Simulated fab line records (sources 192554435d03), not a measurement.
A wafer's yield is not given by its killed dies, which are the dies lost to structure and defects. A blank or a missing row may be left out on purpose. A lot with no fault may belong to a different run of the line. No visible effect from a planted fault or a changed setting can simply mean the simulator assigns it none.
The same fault as seen by 3 desks | flow n5-finfet | only its own numbers are on each desk; what lay behind them is given at the end

## THE DEFECT DESK
Per lot, the means of the sampled wafers with a number show what the inspections along the route counted. Marked OUT: a lot whose mean sits more than 4 standard deviations from the usual mean, which makes it out of limits; the brackets give that distance.
Columns: A = raw-defect-count at N5_PMOS_HMC_CHANNEL_EPI_INSPECT_11, usual 2.2
lot  | first seen here | A
L117 | day 2 17:26     | 1.3
L118 | day 3 02:40     | 1.3
L119 | day 3 06:55     | 0.7
L120 | day 3 12:47     | 2.3
L123 | day 4 05:14     | 1.7
L124 | day 4 11:06     | 3.3
L125 | day 4 16:58     | 1.7
L128 | day 5 11:10     | 3.0
L136 | day 7 11:18     | 2.7
This desk's verdict: no lot among the 9 shows anything out of limits.

## FROM THE METROLOGY DESK
Means of the sampled wafers that have a number, per lot and without regard to the tool the lot ran on: this is what the gauges read. Marked OUT: a lot whose mean sits more than 4 standard deviations from the usual mean, which makes it out of limits; the brackets give that distance. 7 of its 11 readings are shown: the first one out of limits and those lying furthest out on some lot.
Columns: A = CJ_P at N5_BEOL_M4_RC_MEAS_101, usual 5.82; B = DIBL_N at N5_BEOL_M4_RC_MEAS_101, usual 36.0 mV/V; C = DIBL_P at N5_BEOL_M4_RC_MEAS_101, usual 35.9 mV/V; D = IOFF_N at N5_BEOL_M4_RC_MEAS_101, usual 0.16 nA/um; E = ION_N at N5_BEOL_M4_RC_MEAS_101, usual 675 uA/um; F = VT_N at N5_BEOL_M4_RC_MEAS_101, usual 250 mV; G = VT_P at N5_BEOL_M4_RC_MEAS_101, usual -251 mV
lot  | first seen here | A               | B    | C    | D    | E   | F   | G
L117 | day 9 00:44     | 5.68            | 33.1 | 32.1 | 0.11 | 661 | 258 | -255
L118 | day 9 03:22     | 5.90            | 36.0 | 35.7 | 0.16 | 676 | 249 | -251
L119 | day 9 19:13     | 5.90            | 40.7 | 39.7 | 0.22 | 688 | 247 | -249
L120 | day 9 22:17     | 5.83            | 35.2 | 34.6 | 0.14 | 676 | 251 | -249
L123 | day 10 11:47    | 5.92            | 35.0 | 35.4 | 0.14 | 681 | 249 | -255
L124 | day 10 14:30    | 6.05            | 36.4 | 34.5 | 0.14 | 666 | 251 | -247
L125 | day 11 07:26    | 4.40 (-6.5) OUT | 35.2 | 36.3 | 0.15 | 673 | 248 | -250
L128 | day 12 00:31    | 4.69 (-5.1) OUT | 34.6 | 34.7 | 0.13 | 653 | 252 | -256
L136 | day 13 18:21    | 5.98            | 35.8 | 37.2 | 0.18 | 692 | 245 | -246
This desk's result: L125, L128 out of limits, first on L125 (CJ_P at N5_BEOL_M4_RC_MEAS_101), day 11 07:26. In limits: L117, L118, L119, L120, L123, L124, L136.

## AT THE TOOL OWNER'S DESK: implanter-01
The tool's own readings at N5_WELL_APT_IMPLANT_15: means of the sampled wafers that have a number, for each lot that ran on this tool. Marked OUT: a lot whose mean sits more than 4 standard deviations from the usual mean, which makes it out of limits; the brackets give that distance.
Columns: A = beam-energy-keV at N5_WELL_APT_IMPLANT_15, usual 25.000; B = end-station-pressure-torr at N5_WELL_APT_IMPLANT_15, usual 5.15e-06 Torr
lot  | first seen here | A                        | B
L118 | day 2 21:49     | 25.004                   | 4.98e-06
L120 | day 3 09:15     | 25.000                   | 5.10e-06
L123 | day 4 02:14     | 24.992                   | 5.23e-06
L124 | day 4 07:55     | 24.991                   | 4.97e-06
L125 | day 4 13:58     | 41.607 (+99 or more) OUT | 5.09e-06
L128 | day 5 07:59     | 41.607 (+99 or more) OUT | 5.47e-06
This desk's verdict: out of limits on L125, L128, starting with L125 at day 4 13:58 (beam-energy-keV at N5_WELL_APT_IMPLANT_15). In limits: L118, L120, L123, L124.

## ALL TOGETHER
An alarm could have come from the tool owner's desk at day 4 13:58, on L125, L128.
Metrology desk: alarm possible at day 11 07:26 on L125, L128.
Nothing out of limits was seen by the defect desk.
The defect desk has L125, L128 on record, within its limits.
Every lot named ran N5_WELL_APT_IMPLANT_15 on implanter-01.

## WHAT HAD BEEN PUT IN BY THE SIMULATOR
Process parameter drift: implanter-01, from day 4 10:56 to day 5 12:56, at N5_WELL_APT_IMPLANT_15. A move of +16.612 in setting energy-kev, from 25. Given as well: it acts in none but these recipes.
Lots struck among those shown: L125, L128.
Counting hours from when the fault started, the first reading out of limits came at 3 for the tool owner's desk and at 165 for the metrology desk.
